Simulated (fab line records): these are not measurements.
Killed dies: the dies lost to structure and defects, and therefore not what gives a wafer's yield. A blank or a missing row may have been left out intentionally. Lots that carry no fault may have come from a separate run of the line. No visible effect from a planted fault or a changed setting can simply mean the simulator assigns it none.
Which tool did it? / flow n5Finfet / 10 lots with 30 wafers sampled at 5 steps, on a route of 1938 steps

WHAT EACH GAUGE READ, for each wafer
N5_BEOL_M2_CD_MEAS_35: target cd 18 nm, target cd y 22.2 nm. Usual: cdNm 18.07 nm, standard deviation 0.28.
lot=L779; measured=day 6 18:28; on=cdSem-03; cdNm (nm)=18.13 18.08 18.38; flag=
lot=L783; measured=day 7 13:32; on=cdSem-01; cdNm (nm)=18.10 17.93 17.59; flag=
lot=L785; measured=day 8 05:08; on=cdSem-03; cdNm (nm)=18.09 18.41 17.76; flag=
lot=L787; measured=day 8 18:32; on=cdSem-03; cdNm (nm)=18.14 17.91 17.89; flag=
lot=L788; measured=day 9 01:24; on=cdSem-02; cdNm (nm)=18.18 18.14 18.70; flag=
lot=L791; measured=day 10 03:08; on=cdSem-01; cdNm (nm)=18.04 17.61 17.66; flag=
lot=L793; measured=day 10 10:50; on=cdSem-01; cdNm (nm)=18.47 18.26 17.97; flag=
lot=L800; measured=day 11 21:50; on=cdSem-01; cdNm (nm)=17.97 17.84 17.75; flag=
lot=L802; measured=day 12 19:56; on=cdSem-02; cdNm (nm)=17.66 17.80 18.49; flag=
lot=L801; measured=day 12 20:54; on=cdSem-03; cdNm (nm)=18.26 18.23 18.09; flag=

N5_BEOL_M4_RC_MEAS_101. Usual: DIBL_N 36.1 mV/V, standard deviation 1.3; DIBL_P 36.1 mV/V, standard deviation 1.7; IOFF_N 0.154 nA/um, standard deviation 0.022; IOFF_P 0.201 nA/um, standard deviation 0.024; ION_N 675 uA/um, standard deviation 8.9; ION_P 462 uA/um, standard deviation 5.9; SS_N 71.5 mV/dec, standard deviation 0.49; SS_P 73.3 mV/dec, standard deviation 0.58; VT_N 250.0 mV, standard deviation 2.7; VT_P -251.3 mV, standard deviation 2.7.
lot=L779; measured=day 7 20:01; on=prober-01; DIBL_N (mV/V)=35.6 35.7 35.3; DIBL_P (mV/V)=34.7 34.9 34.9; IOFF_N (nA/um)=0.148 0.151 0.147; IOFF_P (nA/um)=0.194 0.200 0.196; ION_N (uA/um)=674 688 678; ION_P (uA/um)=468 470 463; SS_N (mV/dec)=71.6 72.3 72.2; SS_P (mV/dec)=73.1 73.5 72.6; VT_N (mV)=249.6 249.3 247.7; VT_P (mV)=-251.0 -249.6 -250.2; flag=
lot=L783; measured=day 8 19:33; on=prober-01; DIBL_N (mV/V)=36.1 35.2 34.5; DIBL_P (mV/V)=37.1 35.6 35.4; IOFF_N (nA/um)=0.179 0.158 0.144; IOFF_P (nA/um)=0.224 0.199 0.200; ION_N (uA/um)=685 682 669; ION_P (uA/um)=463 461 465; SS_N (mV/dec)=71.1 71.2 71.1; SS_P (mV/dec)=73.4 73.2 73.5; VT_N (mV)=247.2 248.8 252.7; VT_P (mV)=-246.5 -250.6 -250.5; flag=
lot=L785; measured=day 9 07:28; on=prober-01; DIBL_N (mV/V)=35.3 35.0 35.2; DIBL_P (mV/V)=36.2 35.3 35.5; IOFF_N (nA/um)=0.149 0.136 0.145; IOFF_P (nA/um)=0.205 0.181 0.195; ION_N (uA/um)=684 676 682; ION_P (uA/um)=467 468 468; SS_N (mV/dec)=71.1 70.5 70.8; SS_P (mV/dec)=72.6 72.9 73.2; VT_N (mV)=248.5 251.2 248.5; VT_P (mV)=-249.8 -249.1 -248.5; flag=
lot=L787; measured=day 10 11:20; on=prober-01; DIBL_N (mV/V)=35.2 36.0 36.5; DIBL_P (mV/V)=35.5 35.5 36.9; IOFF_N (nA/um)=0.131 0.134 0.146; IOFF_P (nA/um)=0.189 0.192 0.214; ION_N (uA/um)=672 668 676; ION_P (uA/um)=461 463 465; SS_N (mV/dec)=71.0 71.3 71.0; SS_P (mV/dec)=73.0 72.4 73.2; VT_N (mV)=251.7 250.1 249.3; VT_P (mV)=-250.1 -248.9 -249.1; flag=
lot=L788; measured=day 10 15:41; on=prober-02; DIBL_N (mV/V)=35.2 35.0 36.8; DIBL_P (mV/V)=34.1 35.0 36.7; IOFF_N (nA/um)=0.136 0.151 0.176; IOFF_P (nA/um)=0.174 0.192 0.218; ION_N (uA/um)=662 672 679; ION_P (uA/um)=452 460 462; SS_N (mV/dec)=71.4 71.7 71.6; SS_P (mV/dec)=72.9 73.4 74.1; VT_N (mV)=253.5 252.1 247.8; VT_P (mV)=-250.5 -250.9 -250.6; flag=
lot=L791; measured=day 11 19:35; on=prober-01; DIBL_N (mV/V)=36.0 37.1 36.7; DIBL_P (mV/V)=34.7 35.7 35.4; IOFF_N (nA/um)=0.144 0.161 0.161; IOFF_P (nA/um)=0.203 0.215 0.209; ION_N (uA/um)=673 672 679; ION_P (uA/um)=466 463 466; SS_N (mV/dec)=70.5 71.2 71.0; SS_P (mV/dec)=72.4 73.2 73.3; VT_N (mV)=249.2 249.9 249.1; VT_P (mV)=-247.3 -250.3 -251.8; flag=
lot=L793; measured=day 11 21:38; on=prober-02; DIBL_N (mV/V)=36.6 36.9 36.5; DIBL_P (mV/V)=35.2 35.6 35.4; IOFF_N (nA/um)=0.166 0.167 0.162; IOFF_P (nA/um)=0.215 0.219 0.207; ION_N (uA/um)=678 681 685; ION_P (uA/um)=455 465 461; SS_N (mV/dec)=71.7 71.5 71.4; SS_P (mV/dec)=73.0 73.0 73.1; VT_N (mV)=246.1 246.6 246.0; VT_P (mV)=-251.5 -250.9 -250.9; flag=
lot=L800; measured=day 13 05:51; on=prober-01; DIBL_N (mV/V)=36.3 36.2 37.9; DIBL_P (mV/V)=37.0 36.7 38.0; IOFF_N (nA/um)=0.169 0.165 0.194; IOFF_P (nA/um)=0.199 0.196 0.216; ION_N (uA/um)=683 672 690; ION_P (uA/um)=464 453 465; SS_N (mV/dec)=71.6 71.1 71.3; SS_P (mV/dec)=73.0 73.2 73.8; VT_N (mV)=247.2 248.2 245.6; VT_P (mV)=-252.2 -250.7 -248.9; flag=
lot=L802; measured=day 14 10:37; on=prober-01; DIBL_N (mV/V)=35.0 35.0 35.9; DIBL_P (mV/V)=35.5 36.1 36.4; IOFF_N (nA/um)=0.129 0.136 0.141; IOFF_P (nA/um)=0.156 0.168 0.169; ION_N (uA/um)=667 678 677; ION_P (uA/um)=456 460 462; SS_N (mV/dec)=71.1 71.8 72.3; SS_P (mV/dec)=73.3 72.9 73.3; VT_N (mV)=251.5 249.9 250.5; VT_P (mV)=-255.6 -253.4 -256.6; flag=
lot=L801; measured=day 14 07:29; on=prober-02; DIBL_N (mV/V)=38.7 37.4 36.1; DIBL_P (mV/V)=39.5 38.0 36.4; IOFF_N (nA/um)=0.196 0.174 0.147; IOFF_P (nA/um)=0.268 0.247 0.211; ION_N (uA/um)=696 681 670; ION_P (uA/um)=478 470 464; SS_N (mV/dec)=72.4 72.2 71.9; SS_P (mV/dec)=73.9 73.6 73.0; VT_N (mV)=244.5 245.3 251.1; VT_P (mV)=-245.7 -248.8 -247.4; flag=

TOOL THAT RAN EACH LOT (tool first, then ch and the chambers of the sampled wafers, then the start)
lot=L779; N5_BEOL_M2_DEGAS_44=pvdSputter-01, day 6 18:46; N5_BEOL_M2_ALD_84=aldMetal-02 ch 1,2, day 6 18:52; N5_BEOL_M2_SPUTTER_79=pvdSputter-03, day 6 19:39
lot=L783; N5_BEOL_M2_DEGAS_44=pvdSputter-02, day 7 13:58; N5_BEOL_M2_ALD_84=aldMetal-04 ch 1,2, day 7 14:18; N5_BEOL_M2_SPUTTER_79=pvdSputter-01, day 7 16:24
lot=L785; N5_BEOL_M2_DEGAS_44=pvdSputter-03, day 8 05:26; N5_BEOL_M2_ALD_84=aldMetal-04 ch 0,2,3, day 8 05:35; N5_BEOL_M2_SPUTTER_79=pvdSputter-01, day 8 07:05
lot=L787; N5_BEOL_M2_DEGAS_44=pvdSputter-03, day 8 19:24; N5_BEOL_M2_ALD_84=aldMetal-02 ch 0,2,3, day 8 19:30; N5_BEOL_M2_SPUTTER_79=pvdSputter-01, day 8 20:14
lot=L788; N5_BEOL_M2_DEGAS_44=pvdSputter-03, day 9 01:44; N5_BEOL_M2_ALD_84=aldMetal-02 ch 0,2,3, day 9 01:50; N5_BEOL_M2_SPUTTER_79=pvdSputter-03, day 9 02:36
lot=L791; N5_BEOL_M2_DEGAS_44=pvdSputter-03, day 10 04:27; N5_BEOL_M2_ALD_84=aldMetal-02 ch 1,2,3, day 10 04:33; N5_BEOL_M2_SPUTTER_79=pvdSputter-03, day 10 05:33
lot=L793; N5_BEOL_M2_DEGAS_44=pvdSputter-02, day 10 11:17; N5_BEOL_M2_ALD_84=aldMetal-02 ch 1,3, day 10 11:30; N5_BEOL_M2_SPUTTER_79=pvdSputter-01, day 10 12:28
lot=L800; N5_BEOL_M2_DEGAS_44=pvdSputter-01, day 11 22:04; N5_BEOL_M2_ALD_84=aldMetal-02 ch 0,2, day 11 22:12; N5_BEOL_M2_SPUTTER_79=pvdSputter-01, day 12 00:42
lot=L802; N5_BEOL_M2_DEGAS_44=pvdSputter-03, day 12 20:22; N5_BEOL_M2_ALD_84=aldMetal-04 ch 1,2, day 12 20:28; N5_BEOL_M2_SPUTTER_79=pvdSputter-02, day 12 21:41
lot=L801; N5_BEOL_M2_DEGAS_44=pvdSputter-02, day 12 20:56; N5_BEOL_M2_ALD_84=aldMetal-02 ch 0,1,3, day 12 21:16; N5_BEOL_M2_SPUTTER_79=pvdSputter-01, day 12 23:10
- N5_BEOL_M2_DEGAS_44: time 60 s.
- N5_BEOL_M2_ALD_84: deposits TaN, pulse time 2 s, purge time 3 s, co reactant purge time 2 s.
- N5_BEOL_M2_SPUTTER_79: material Cu, target thk 4.5 nm, time 8.29 s.

AS READ BY THE TOOLS THEMSELVES (means over the sampled wafers that have a number; for cases with no such wafer, the mark the record gives instead)
N5_BEOL_M2_DEGAS_44. Usual: heaterPowerW 338 W, standard deviation 38.
lot=L779; tool=pvdSputter-01; heaterPowerW (W)=330; flag=
lot=L783; tool=pvdSputter-02; heaterPowerW (W)=332; flag=
lot=L785; tool=pvdSputter-03; heaterPowerW (W)=337; flag=
lot=L787; tool=pvdSputter-03; heaterPowerW (W)=343; flag=
lot=L788; tool=pvdSputter-03; heaterPowerW (W)=343; flag=
lot=L791; tool=pvdSputter-03; heaterPowerW (W)=346; flag=
lot=L793; tool=pvdSputter-02; heaterPowerW (W)=334; flag=
lot=L800; tool=pvdSputter-01; heaterPowerW (W)=325; flag=
lot=L802; tool=pvdSputter-03; heaterPowerW (W)=393; flag=
lot=L801; tool=pvdSputter-02; heaterPowerW (W)=323; flag=

N5_BEOL_M2_ALD_84. Usual: heaterPowerW 453 W, standard deviation 61; mfcCarrierSccm 1500 sccm, standard deviation 4.6.
lot=L779; tool=aldMetal-02; heaterPowerW (W)=448; mfcCarrierSccm (sccm)=1500; flag=
lot=L783; tool=aldMetal-04; heaterPowerW (W)=385; mfcCarrierSccm (sccm)=1504; flag=
lot=L785; tool=aldMetal-04; heaterPowerW (W)=394; mfcCarrierSccm (sccm)=1500; flag=
lot=L787; tool=aldMetal-02; heaterPowerW (W)=520; mfcCarrierSccm (sccm)=1498; flag=
lot=L788; tool=aldMetal-02; heaterPowerW (W)=519; mfcCarrierSccm (sccm)=1496; flag=
lot=L791; tool=aldMetal-02; heaterPowerW (W)=493; mfcCarrierSccm (sccm)=1502; flag=
lot=L793; tool=aldMetal-02; heaterPowerW (W)=506; mfcCarrierSccm (sccm)=1503; flag=
lot=L800; tool=aldMetal-02; heaterPowerW (W)=515; mfcCarrierSccm (sccm)=1496; flag=
lot=L802; tool=aldMetal-04; heaterPowerW (W)=381; mfcCarrierSccm (sccm)=1501; flag=
lot=L801; tool=aldMetal-02; heaterPowerW (W)=489; mfcCarrierSccm (sccm)=1498; flag=

N5_BEOL_M2_SPUTTER_79. Usual: throttleValvePct 29.6 %, standard deviation 1.
lot=L779; tool=pvdSputter-03; throttleValvePct (%)=30.4; flag=
lot=L783; tool=pvdSputter-01; throttleValvePct (%)=29.8; flag=
lot=L785; tool=pvdSputter-01; throttleValvePct (%)=29.4; flag=
lot=L787; tool=pvdSputter-01; throttleValvePct (%)=29.5; flag=
lot=L788; tool=pvdSputter-03; throttleValvePct (%)=29.6; flag=
lot=L791; tool=pvdSputter-03; throttleValvePct (%)=29.8; flag=
lot=L793; tool=pvdSputter-01; throttleValvePct (%)=30.1; flag=
lot=L800; tool=pvdSputter-01; throttleValvePct (%)=28.9; flag=
lot=L802; tool=pvdSputter-02; throttleValvePct (%)=29.6; flag=
lot=L801; tool=pvdSputter-01; throttleValvePct (%)=29.6; flag=

THE ANSWER, worked out from the rows above alone
Rule: a lot counts as off when the mean over its wafers that have a number is more than 3 standard deviations away from the usual mean. Also off: a lot with no number at a reading for which 4 or more lots have one. The other lots that the step has rows for count as sound. After the gauges, taken in route order, come the tools' own readings; for these a lot's mean is taken, as printed above. At the first step where some lot is off, the reading lying furthest off is the one used; lots without a number count as furthest.
None of the lots is off at any reading shown; this tells nothing.

WHAT THE SIMULATOR HAD PUT IN
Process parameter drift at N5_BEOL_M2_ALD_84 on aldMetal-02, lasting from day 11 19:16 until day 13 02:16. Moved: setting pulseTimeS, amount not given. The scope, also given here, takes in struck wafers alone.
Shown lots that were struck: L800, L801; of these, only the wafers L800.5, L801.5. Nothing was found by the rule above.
